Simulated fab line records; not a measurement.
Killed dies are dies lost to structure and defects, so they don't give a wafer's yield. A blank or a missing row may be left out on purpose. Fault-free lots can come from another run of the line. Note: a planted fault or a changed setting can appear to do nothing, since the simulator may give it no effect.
fab line records ; flow n5-finfet ; part 1 of 2: steps 1 to 22 of 29
record lots=5; wafers=15; last-day=19
route steps=1938 shown BEOL_M8@1396 BEOL_M9@1401
lots that met no fault: from a run of the same line without faults
start-h: start of the lot's first displayed wafer, in hours after the record's first day ; wait-h: time in hours since the lot's previous step ; " the same as in the row above ; L1.1+2: a row that stands for several wafers ; - no value, or no start given ; * or withheld: withheld ; < > ~ a bound
route shown NAME@n: NAME is a module with steps in the file, n the number in the route of the first one ; usual: the fault-free wafers' mean and standard deviation ; same: alike in all rows ; chamber/n: place in a boat ; sites: the reading at each site ; _std_site: how widely they spread, as a standard deviation ; _edge_site: mean of outer sites minus mean of inner sites ; radius-mm: for every site, how far away it sits from the centre of the wafer ; mask NAME#n: copy n ; behind: the tool/chamber that last shaped the wafer ; hold: what put the lot on hold/how long, in hours/how the hold closed ; device: transistor that didn't switch, given as n, p or np ; end of line: the route-end tests of the same wafers ; step lacking rows: just its recipe ; killed: not the wafer's yield, but the dies lost to structure and defects at the first sort ; map: a wafer's dies, x killed, . not, _ none there
set.NAME: the run value of the setting; set.NAME@STEP: its run value at that earlier step ; model.NAME: the simulator's own value behind a step, which no gauge read
lots at selected steps of the route; one table per step, one row per wafer
services: a tool's chamber out of use, with start hour (start-h, from the record's first day; less than 0 if before it), hours out, and reason
## steps
# step N5_BEOL_M8_THK_MEAS_53
# recipe thk-meas-gauge=xrf; reads=Cu_of_BEOL_M8_ECD_50
# usual M8_THK=80.4/2.9
lot.wafer;tool;chamber;start-h;wait-h;M8_THK[nm]
L075.1;film-metro-02;-;221.60;-;79.6
L075.2;film-metro-02;-;221.60;-;76.8
L075.5;film-metro-02;-;221.60;-;81.4
L080.3;film-metro-02;-;253.37;-;77.1
L080.4;film-metro-02;-;253.37;-;83.9
L080.5;film-metro-02;-;253.37;-;76.3
L084.1;film-metro-02;-;282.26;-;78.8
L084.2;film-metro-02;-;282.26;-;80.4
L084.3;film-metro-02;-;282.26;-;80.2
L092.2;film-metro-01;-;336.68;-;77.9
L092.5;film-metro-01;-;336.68;-;79.8
L092.6;film-metro-01;-;336.68;-;79.1
L094.2;film-metro-02;-;355.37;-;85.0
L094.4;film-metro-02;-;355.37;-;81.4
L094.6;film-metro-02;-;355.37;-;85.2
# step N5_BEOL_M8_PRE_CLEAN_55
# recipe gas=NH3; time-s=15; temp-c=withheld; rf-power-w=300
lot.wafer;tool;chamber;start-h;wait-h
L075.1+2+5;pecvd-02;0,1,1;221.64;0.0
L080.3+4+5;pecvd-02;2,2,1;253.41;0.0
L084.1+2+3;pecvd-04;1,2,0;282.30;0.0
L092.2+5+6;pecvd-04;0,1,2;336.72;0.0
L094.2+4+6;pecvd-04;0,0,2;355.41;0.0
# step N5_BEOL_M8_DEP_56
# recipe material=SiCN; target-thk-a=100; temp-c=withheld; precursor=3MS/NH3; pressure-torr=3; rf-w=202; time-s=17.5
# usual showerhead-plenum-p-Torr=3.657/0.013; throttle-valve-pct=9.2/0.65
lot.wafer;tool;chamber;start-h;wait-h;showerhead-plenum-p-Torr;throttle-valve-pct
L075.1;pecvd-02;0;221.66;0.0;3.652;9.7
L075.2;pecvd-02;1;221.66;0.0;3.645;10.0
L075.5;pecvd-02;1;221.66;0.0;3.659;9.9
L080.3;pecvd-02;2;253.43;0.0;3.662;9.0
L080.4;pecvd-02;2;253.43;0.0;3.663;8.7
L080.5;pecvd-02;1;253.43;0.0;3.657;9.9
L084.1;pecvd-04;1;282.32;0.0;3.659;9.5
L084.2;pecvd-04;2;282.32;0.0;3.645;7.9
L084.3;pecvd-04;0;282.32;0.0;3.642;9.4
L092.2;pecvd-04;0;336.75;0.0;3.634;9.4
L092.5;pecvd-04;1;336.75;0.0;3.670;9.6
L092.6;pecvd-04;2;336.75;0.0;3.651;7.9
L094.2;pecvd-04;0;355.44;0.0;3.642;9.5
L094.4;pecvd-04;0;355.44;0.0;3.633;9.8
L094.6;pecvd-04;2;355.44;0.0;3.639;8.2
# step N5_BEOL_M8_RS_MEAS_57
# recipe thk-meas-gauge=four-point-probe; reads=Cu_of_BEOL_M8_ECD_50+Co_of_BEOL_M8_CVD_78+TaN_of_BEOL_M8_ALD_77
# usual M8_RS=0.284/0.012
lot.wafer;tool;chamber;start-h;wait-h;M8_RS[ohm/sq]
L075.1;film-metro-02;-;221.73;0.1;0.289
L075.2;film-metro-02;-;221.73;0.1;0.303
L075.5;film-metro-02;-;221.73;0.1;0.283
L080.3;film-metro-02;-;253.50;0.1;0.295
L080.4;film-metro-02;-;253.50;0.1;0.270
L080.5;film-metro-02;-;253.50;0.1;0.299
L084.1;film-metro-01;-;282.39;0.1;0.289
L084.2;film-metro-01;-;282.39;0.1;0.281
L084.3;film-metro-01;-;282.39;0.1;0.282
L092.2;film-metro-02;-;336.81;0.1;0.294
L092.5;film-metro-02;-;336.81;0.1;0.284
L092.6;film-metro-02;-;336.81;0.1;0.287
L094.2;film-metro-02;-;355.51;0.1;0.266
L094.4;film-metro-02;-;355.51;0.1;0.279
L094.6;film-metro-02;-;355.51;0.1;0.266
# step N5_BEOL_M8_INSPECT_58
# recipe inspect-instrument=darkfield; mode=post-dep
# usual raw-defect-count=66/21
lot.wafer;tool;chamber;start-h;wait-h;raw-defect-count
L075.1;defect-inspect-02;-;221.76;0.0;57
L075.2;defect-inspect-02;-;221.76;0.0;47
L075.5;defect-inspect-02;-;221.76;0.0;46
L080.3;defect-inspect-02;-;253.53;0.0;46
L080.4;defect-inspect-02;-;253.53;0.0;79
L080.5;defect-inspect-02;-;253.53;0.0;80
L084.1;defect-inspect-02;-;282.42;0.0;101
L084.2;defect-inspect-02;-;282.42;0.0;76
L084.3;defect-inspect-02;-;282.42;0.0;58
L092.2;defect-inspect-01;-;336.84;0.0;63
L092.5;defect-inspect-01;-;336.84;0.0;58
L092.6;defect-inspect-01;-;336.84;0.0;79
L094.2;defect-inspect-01;-;355.53;0.0;124
L094.4;defect-inspect-01;-;355.53;0.0;56
L094.6;defect-inspect-01;-;355.53;0.0;91
# step N5_BEOL_M9_ILD_DEP_00
# recipe material=SiCOH_lowk; target-thk-a=3085.1; temp-c=300; precursor=DEMS/porogen; pressure-torr=5; rf-w=500; time-s=58
# usual heater-power-w=270/37; showerhead-plenum-p-Torr=5.729/0.016; throttle-valve-pct=14.2/0.96
lot.wafer;tool;chamber;start-h;wait-h;heater-power-w;showerhead-plenum-p-Torr;throttle-valve-pct
L075.1;pecvd-01;2;221.80;0.0;231;5.723;13.3
L075.2;pecvd-01;1;221.80;0.0;262;5.739;15.5
L075.5;pecvd-01;2;221.80;0.0;235;5.729;13.5
L080.3;pecvd-04;2;253.57;0.0;323;5.714;12.2
L080.4;pecvd-04;1;253.57;0.0;265;5.747;14.7
L080.5;pecvd-04;0;253.57;0.0;290;5.690;14.0
L084.1;pecvd-01;0;282.45;0.0;340;5.733;13.4
L084.2;pecvd-01;2;282.45;0.0;241;5.723;13.3
L084.3;pecvd-01;1;282.45;0.0;283;5.739;15.6
L092.2;pecvd-01;2;336.88;0.0;239;5.722;13.9
L092.5;pecvd-01;1;336.88;0.0;280;5.753;15.5
L092.6;pecvd-01;2;336.88;0.0;243;5.727;13.8
L094.2;pecvd-02;0;355.57;0.0;237;5.734;15.1
L094.4;pecvd-02;2;355.57;0.0;298;5.734;13.7
L094.6;pecvd-02;1;355.57;0.0;258;5.743;15.3
# step N5_BEOL_M9_CURE_71
# recipe temp-c=385; time-s=240; ambient=He/Ar; material=SiCOH_lowk
# usual lamp-power-pct=52.31/0.05; wafer_temp_C_max=386.9/0.71
lot.wafer;tool;chamber;start-h;wait-h;lamp-power-pct;wafer_temp_C_max
L075.1;uv-cure-01;0;221.87;0.0;52.34;385.9
L075.2;uv-cure-01;0;221.87;0.0;52.34;386.4
L075.5;uv-cure-01;0;221.87;0.0;52.40;386.1
L080.3;uv-cure-03;2;253.80;0.2;52.25;388.3
L080.4;uv-cure-03;2;253.80;0.2;52.30;388.3
L080.5;uv-cure-03;2;253.80;0.2;52.30;388.1
L084.1;uv-cure-02;0;282.53;0.0;52.34;386.5
L084.2;uv-cure-02;0;282.53;0.0;52.21;385.9
L084.3;uv-cure-02;0;282.53;0.0;52.36;386.2
L092.2;uv-cure-01;0;337.28;0.4;52.22;386.2
L092.5;uv-cure-01;0;337.28;0.4;52.30;386.9
L092.6;uv-cure-01;0;337.28;0.4;52.38;386.1
L094.2;uv-cure-02;0;355.73;0.1;52.34;386.9
L094.4;uv-cure-02;0;355.73;0.1;52.27;386.2
L094.6;uv-cure-02;0;355.73;0.1;52.32;385.7
# step N5_BEOL_M9_THK_MEAS_01
# recipe reads=SiCOH_lowk_of_BEOL_M9_ILD_DEP_00
# usual M9_ILD_THK=269/4.7
lot.wafer;tool;chamber;start-h;wait-h;M9_ILD_THK[nm]
L075.1;film-metro-02;-;222.39;0.4;269
L075.2;film-metro-02;-;222.39;0.4;273
L075.5;film-metro-02;-;222.39;0.4;270
L080.3;film-metro-02;-;254.16;0.3;263
L080.4;film-metro-02;-;254.16;0.3;277
L080.5;film-metro-02;-;254.16;0.3;274
L084.1;film-metro-02;-;283.04;0.4;268
L084.2;film-metro-02;-;283.04;0.4;270
L084.3;film-metro-02;-;283.04;0.4;268
L092.2;film-metro-01;-;338.91;1.3;268
L092.5;film-metro-01;-;338.91;1.3;275
L092.6;film-metro-01;-;338.91;1.3;277
L094.2;film-metro-02;-;356.16;0.4;268
L094.4;film-metro-02;-;356.16;0.4;274
L094.6;film-metro-02;-;356.16;0.4;267
# step N5_BEOL_M9_PECVD_70
# recipe material=SiO2; target-thk-a=200; temp-c=400; precursor=TEOS/O2; pressure-torr=5.5; rf-w=450; teos-flow-sccm=53.8; gas=O2; flow-sccm=3000; time-s=22.7
# usual heater-power-w=648/70; showerhead-plenum-p-Torr=8.73/0.052; throttle-valve-pct=23.0/1.7
lot.wafer;tool;chamber;start-h;wait-h;heater-power-w;showerhead-plenum-p-Torr;throttle-valve-pct
L075.1;pecvd-02;0;222.43;0.0;631;8.70;24.5
L075.2;pecvd-02;2;222.43;0.0;708;8.77;21.7
L075.5;pecvd-02;2;222.43;0.0;712;8.79;21.7
L080.3;pecvd-01;0;254.19;0.0;722;8.76;21.6
L080.4;pecvd-01;0;254.19;0.0;721;8.74;21.7
L080.5;pecvd-01;1;254.19;0.0;618;8.83;25.5
L084.1;pecvd-04;2;283.08;0.0;697;8.66;19.7
L084.2;pecvd-04;0;283.08;0.0;719;8.64;23.2
L084.3;pecvd-04;1;283.08;0.0;689;8.78;23.6
L092.2;pecvd-02;0;338.94;0.0;576;8.72;24.6
L092.5;pecvd-02;2;338.94;0.0;692;8.76;22.1
L092.6;pecvd-02;0;338.94;0.0;558;8.74;24.1
L094.2;pecvd-04;0;356.20;0.0;700;8.64;23.3
L094.4;pecvd-04;0;356.20;0.0;700;8.66;23.0
L094.6;pecvd-04;2;356.20;0.0;762;8.64;19.7
# step N5_BEOL_M9_HM_DEP_02
# recipe material=TiN; target-thk-a=200; temp-c=25; chamber-pressure-pa=0.49996
# usual throttle-valve-pct=30.1/0.91
lot.wafer;tool;chamber;start-h;wait-h;throttle-valve-pct
L075.1;pvd-sputter-03;-;223.46;1.0;30.5
L075.2;pvd-sputter-03;-;223.46;1.0;30.1
L075.5;pvd-sputter-03;-;223.46;1.0;30.5
L080.3;pvd-sputter-01;-;255.75;1.5;31.1
L080.4;pvd-sputter-01;-;255.75;1.5;30.5
L080.5;pvd-sputter-01;-;255.75;1.5;30.0
L084.1;pvd-sputter-02;-;284.35;1.3;31.1
L084.2;pvd-sputter-02;-;284.35;1.3;28.1
L084.3;pvd-sputter-02;-;284.35;1.3;30.4
L092.2;pvd-sputter-01;-;339.25;0.3;30.4
L092.5;pvd-sputter-01;-;339.25;0.3;30.7
L092.6;pvd-sputter-01;-;339.25;0.3;30.1
L094.2;pvd-sputter-02;-;358.55;2.3;30.4
L094.4;pvd-sputter-02;-;358.55;2.3;28.0
L094.6;pvd-sputter-02;-;358.55;2.3;30.9
# step N5_BEOL_M9_COAT_59
# recipe resist=SOC; temp-c=250; time-s=60; spin-rpm=1500; resist-thk-nm=100
# usual chill-plate-temp-C=22.98/0.11; heater-power-total-W=500.4/1.7
lot.wafer;tool;chamber;start-h;wait-h;chill-plate-temp-C;heater-power-total-W
L075.1;litho-track-03;0;223.59;0.1;22.95;501.8
L075.2;litho-track-03;0;223.59;0.1;22.80;502.2
L075.5;litho-track-03;0;223.59;0.1;23.01;502.7
L080.3;litho-track-02;0;255.88;0.1;23.09;503.2
L080.4;litho-track-02;0;255.88;0.1;23.04;498.5
L080.5;litho-track-02;0;255.88;0.1;22.99;499.5
L084.1;litho-track-03;0;284.48;0.1;22.99;498.9
L084.2;litho-track-03;0;284.48;0.1;23.09;498.7
L084.3;litho-track-03;0;284.48;0.1;22.90;497.4
L092.2;litho-track-02;0;339.38;0.1;22.84;500.9
L092.5;litho-track-02;0;339.38;0.1;23.02;500.6
L092.6;litho-track-02;0;339.38;0.1;23.03;497.8
L094.2;litho-track-02;0;358.68;0.1;22.85;501.3
L094.4;litho-track-02;0;358.68;0.1;23.03;503.4
L094.6;litho-track-02;0;358.68;0.1;22.76;497.3
# step N5_BEOL_M9_COAT_60
# recipe resist=SiARC; temp-c=220; time-s=60; spin-rpm=1500; resist-thk-nm=30
# usual chill-plate-temp-C=23.02/0.097; heater-power-total-W=427.4/2.2
lot.wafer;tool;chamber;start-h;wait-h;chill-plate-temp-C;heater-power-total-W
L075.1;litho-track-03;0;-;-;22.83;430.1
L075.2;litho-track-03;0;-;-;23.05;427.1
L075.5;litho-track-03;0;-;-;23.08;426.5
L080.3;litho-track-02;0;-;-;22.97;424.4
L080.4;litho-track-02;0;-;-;23.12;424.8
L080.5;litho-track-02;0;-;-;23.09;430.5
L084.1;litho-track-03;0;-;-;23.04;428.5
L084.2;litho-track-03;0;-;-;23.04;425.4
L084.3;litho-track-03;0;-;-;23.05;428.3
L092.2;litho-track-02;0;-;-;22.93;424.9
L092.5;litho-track-02;0;-;-;22.88;427.6
L092.6;litho-track-02;0;-;-;22.84;424.7
L094.2;litho-track-02;0;-;-;23.03;424.1
L094.4;litho-track-02;0;-;-;23.05;428.8
L094.6;litho-track-02;0;-;-;22.97;430.2
# step N5_BEOL_M9_COAT_05
# recipe resist=CAR-ArF; spin-rpm=1500; resist-thk-nm=90
# usual chill-plate-temp-C=23.01/0.11
lot.wafer;tool;chamber;start-h;wait-h;chill-plate-temp-C
L075.1;litho-track-03;0;-;-;23.15
L075.2;litho-track-03;0;-;-;23.04
L075.5;litho-track-03;0;-;-;23.04
L080.3;litho-track-02;0;-;-;22.82
L080.4;litho-track-02;0;-;-;22.96
L080.5;litho-track-02;0;-;-;23.03
L084.1;litho-track-03;0;-;-;22.94
L084.2;litho-track-03;0;-;-;22.95
L084.3;litho-track-03;0;-;-;23.08
L092.2;litho-track-02;0;-;-;23.09
L092.5;litho-track-02;0;-;-;22.97
L092.6;litho-track-02;0;-;-;23.12
L094.2;litho-track-02;0;-;-;23.17
L094.4;litho-track-02;0;-;-;23.17
L094.6;litho-track-02;0;-;-;23.18
# step N5_BEOL_M9_EBR_07
# recipe solvent=PGMEA; ebr-width-mm=1.5
# usual chill-plate-temp-C=22.99/0.11
# same ebr-width-mm=1.5
lot.wafer;tool;chamber;start-h;wait-h;chill-plate-temp-C
L075.1;litho-track-03;0;-;-;23.08
L075.2;litho-track-03;0;-;-;23.13
L075.5;litho-track-03;0;-;-;22.98
L080.3;litho-track-02;0;-;-;22.80
L080.4;litho-track-02;0;-;-;22.79
L080.5;litho-track-02;0;-;-;22.89
L084.1;litho-track-03;0;-;-;23.04
L084.2;litho-track-03;0;-;-;23.05
L084.3;litho-track-03;0;-;-;23.00
L092.2;litho-track-02;0;-;-;22.95
L092.5;litho-track-02;0;-;-;23.04
L092.6;litho-track-02;0;-;-;22.99
L094.2;litho-track-02;0;-;-;22.80
L094.4;litho-track-02;0;-;-;22.76
L094.6;litho-track-02;0;-;-;22.86
# step N5_BEOL_M9_SOFTBAKE_06
# recipe temp-c=110; time-s=60; resist=CAR-ArF
# usual chill-plate-temp-C=22.96/0.092; heater-power-total-W=175.3/1.7
lot.wafer;tool;chamber;start-h;wait-h;chill-plate-temp-C;heater-power-total-W
L075.1;litho-track-03;0;-;-;23.04;173.0
L075.2;litho-track-03;0;-;-;22.74;175.2
L075.5;litho-track-03;0;-;-;22.96;177.6
L080.3;litho-track-02;0;-;-;22.91;177.4
L080.4;litho-track-02;0;-;-;23.04;173.6
L080.5;litho-track-02;0;-;-;22.89;177.5
L084.1;litho-track-03;0;-;-;22.85;174.5
L084.2;litho-track-03;0;-;-;23.05;177.1
L084.3;litho-track-03;0;-;-;22.87;177.3
L092.2;litho-track-02;0;-;-;23.17;173.0
L092.5;litho-track-02;0;-;-;23.14;174.2
L092.6;litho-track-02;0;-;-;22.93;176.6
L094.2;litho-track-02;0;-;-;23.06;177.1
L094.4;litho-track-02;0;-;-;23.07;176.8
L094.6;litho-track-02;0;-;-;23.01;175.7
# step N5_BEOL_M9_EXPOSE_08
# recipe mask-id=M9; na=1.35; source-shape=dipole; sigma-inner=0.411; sigma-outer=0.611; polarization=te; dose-mj=53.75
lot.wafer;tool;chamber;start-h;wait-h;mask
L075.1+2+5;arfi-scanner-03;0;223.70;-;M9#0
L080.3+4+5;arfi-scanner-01;0;256.13;-;M9#0
L084.1+2+3;arfi-scanner-03;0;284.78;-;M9#0
L092.2+5+6;arfi-scanner-02;0;339.63;-;M9#0
L094.2+4+6;arfi-scanner-01;0;358.93;-;M9#0
# step N5_BEOL_M9_PEB_09
# recipe peb-temp-c=withheld; peb-time-s=60; resist=CAR-ArF
# usual chill-plate-temp-C=22.98/0.1
lot.wafer;tool;chamber;start-h;wait-h;chill-plate-temp-C
L075.1;litho-track-05;0;223.76;0.1;22.91
L075.2;litho-track-05;0;223.76;0.1;22.83
L075.5;litho-track-05;0;223.76;0.1;22.78
L080.3;litho-track-05;0;256.18;0.0;23.18
L080.4;litho-track-05;0;256.18;0.0;23.10
L080.5;litho-track-05;0;256.18;0.0;22.85
L084.1;litho-track-03;0;284.84;0.1;23.00
L084.2;litho-track-03;0;284.84;0.1;23.20
L084.3;litho-track-03;0;284.84;0.1;22.99
L092.2;litho-track-02;0;339.68;0.0;22.89
L092.5;litho-track-02;0;339.68;0.0;22.99
L092.6;litho-track-02;0;339.68;0.0;22.95
L094.2;litho-track-02;0;358.98;0.0;23.06
L094.4;litho-track-02;0;358.98;0.0;23.00
L094.6;litho-track-02;0;358.98;0.0;23.08
# step N5_BEOL_M9_DEVELOP_10
# recipe develop-time-s=30; developer=TMAH; resist=CAR-ArF; rinse-liquid=diw; dry=air-spin; dev-temp-c=23
# usual chill-plate-temp-C=23.02/0.12
lot.wafer;tool;chamber;start-h;wait-h;chill-plate-temp-C
L075.1;litho-track-05;0;-;-;23.00
L075.2;litho-track-05;0;-;-;23.00
L075.5;litho-track-05;0;-;-;23.00
L080.3;litho-track-05;0;-;-;23.20
L080.4;litho-track-05;0;-;-;22.98
L080.5;litho-track-05;0;-;-;23.07
L084.1;litho-track-03;0;-;-;22.87
L084.2;litho-track-03;0;-;-;22.87
L084.3;litho-track-03;0;-;-;22.80
L092.2;litho-track-02;0;-;-;22.93
L092.5;litho-track-02;0;-;-;23.03
L092.6;litho-track-02;0;-;-;22.94
L094.2;litho-track-02;0;-;-;22.90
L094.4;litho-track-02;0;-;-;22.92
L094.6;litho-track-02;0;-;-;23.12
# step N5_BEOL_M9_CD_MEAS_11
# recipe target-cd-nm=64.1; landing-energy-ev=500; detector=se-inlens; polarity=opening
# usual cd-nm=64.0/0.77
lot.wafer;tool;chamber;start-h;wait-h;cd-nm
L075.1;cd-sem-02;0;223.83;-;63.4
L075.2;cd-sem-02;0;223.83;-;65.4
L075.5;cd-sem-02;0;223.83;-;64.1
L080.3;cd-sem-03;0;256.25;-;64.5
L080.4;cd-sem-03;0;256.25;-;65.2
L080.5;cd-sem-03;0;256.25;-;63.6
L084.1;cd-sem-03;0;284.91;-;63.9
L084.2;cd-sem-03;0;284.91;-;64.5
L084.3;cd-sem-03;0;284.91;-;64.6
L092.2;cd-sem-02;0;339.75;-;64.3
L092.5;cd-sem-02;0;339.75;-;63.8
L092.6;cd-sem-02;0;339.75;-;62.7
L094.2;cd-sem-01;0;359.05;-;63.5
L094.4;cd-sem-01;0;359.05;-;64.1
L094.6;cd-sem-01;0;359.05;-;63.3
# step N5_BEOL_M9_OVL_MEAS_12
# recipe points-per-wafer=44
# usual M9_OVL=-0.2/0.77
lot.wafer;tool;chamber;start-h;wait-h;M9_OVL[nm]
L075.1;overlay-02;0;223.86;0.0;-0.9
L075.2;overlay-02;0;223.86;0.0;0.3
L075.5;overlay-02;0;223.86;0.0;-1.1
L080.3;overlay-02;0;256.28;0.0;-0.7
L080.4;overlay-02;0;256.28;0.0;0.2
L080.5;overlay-02;0;256.28;0.0;-0.2
L084.1;overlay-02;0;284.94;0.0;-1.2
L084.2;overlay-02;0;284.94;0.0;-0.6
L084.3;overlay-02;0;284.94;0.0;-2.5
L092.2;overlay-01;0;339.78;0.0;-0.5
L092.5;overlay-01;0;339.78;0.0;-0.1
L092.6;overlay-01;0;339.78;0.0;0.1
L094.2;overlay-02;0;359.08;0.0;0.0
L094.4;overlay-02;0;359.08;0.0;0.1
L094.6;overlay-02;0;359.08;0.0;1.1
# step N5_BEOL_M9_INSPECT_13
# recipe mode=adi; inspect-instrument=brightfield
# usual raw-defect-count=406/86
lot.wafer;tool;chamber;start-h;wait-h;raw-defect-count
L075.1;defect-inspect-01;-;223.88;0.0;319
L075.2;defect-inspect-01;-;223.88;0.0;309
L075.5;defect-inspect-01;-;223.88;0.0;514
L080.3;defect-inspect-02;-;256.30;0.0;236
L080.4;defect-inspect-02;-;256.30;0.0;278
L080.5;defect-inspect-02;-;256.30;0.0;364
L084.1;defect-inspect-02;-;284.96;0.0;456
L084.2;defect-inspect-02;-;284.96;0.0;340
L084.3;defect-inspect-02;-;284.96;0.0;276
L092.2;defect-inspect-02;-;339.80;0.0;452
L092.5;defect-inspect-02;-;339.80;0.0;315
L092.6;defect-inspect-02;-;339.80;0.0;447
L094.2;defect-inspect-02;-;359.10;0.0;431
L094.4;defect-inspect-02;-;359.10;0.0;390
L094.6;defect-inspect-02;-;359.10;0.0;534
# step N5_BEOL_M9_DESCUM_16
# recipe chemistry=O2; time-s=7.9; source-power-w=50; bias-power-w=20; pressure-mtorr=20; rf-frequency-hz=2.712e+07; temp-c=40; resist=CAR-ArF; o2-flow-sccm=225
# usual drypump-motor-current-A=5.8/0.31; oes-product-au=0.78/0.077; rf-vpp-V=242.6/1.5; showerhead-plenum-p-Torr=2.07/0.087; throttle-valve-pct=20.45/0.14
lot.wafer;tool;chamber;start-h;wait-h;drypump-motor-current-A;oes-product-au;rf-hours-counter-h;rf-vpp-V;showerhead-plenum-p-Torr;throttle-valve-pct
L075.1;rie-diel-03;0;223.92;0.0;6.4;0.88;24;243.3;2.06;20.41
L075.2;rie-diel-03;3;223.92;0.0;5.7;0.76;182;241.8;1.99;20.60
L075.5;rie-diel-03;2;223.92;0.0;6.1;0.69;-;240.8;1.98;20.42
L080.3;rie-diel-06;0;256.73;0.4;5.6;0.83;61;243.0;2.04;20.25
L080.4;rie-diel-06;3;256.73;0.4;5.9;0.76;158;241.5;1.99;20.31
L080.5;rie-diel-06;0;256.73;0.4;5.6;0.82;-;241.7;2.04;20.27
L084.1;rie-diel-06;2;285.00;0.0;5.4;0.91;20;245.7;2.26;20.48
L084.2;rie-diel-06;3;285.00;0.0;5.9;0.75;166;241.9;1.99;20.33
L084.3;rie-diel-06;0;285.00;0.0;5.6;0.81;70;241.9;2.03;20.29
L092.2;rie-diel-03;1;339.84;0.0;6.0;0.71;191;241.9;2.06;20.32
L092.5;rie-diel-03;0;339.84;0.0;6.4;0.81;-;243.8;2.05;20.47
L092.6;rie-diel-03;3;339.84;0.0;5.7;0.72;-;241.7;1.98;20.67
L094.2;rie-diel-03;2;359.14;0.0;6.0;1.01;1;246.9;2.23;19.96
L094.4;rie-diel-03;0;359.14;0.0;6.4;0.81;68;242.7;2.05;20.48
L094.6;rie-diel-03;0;359.14;0.0;6.4;0.81;-;241.1;2.05;20.48
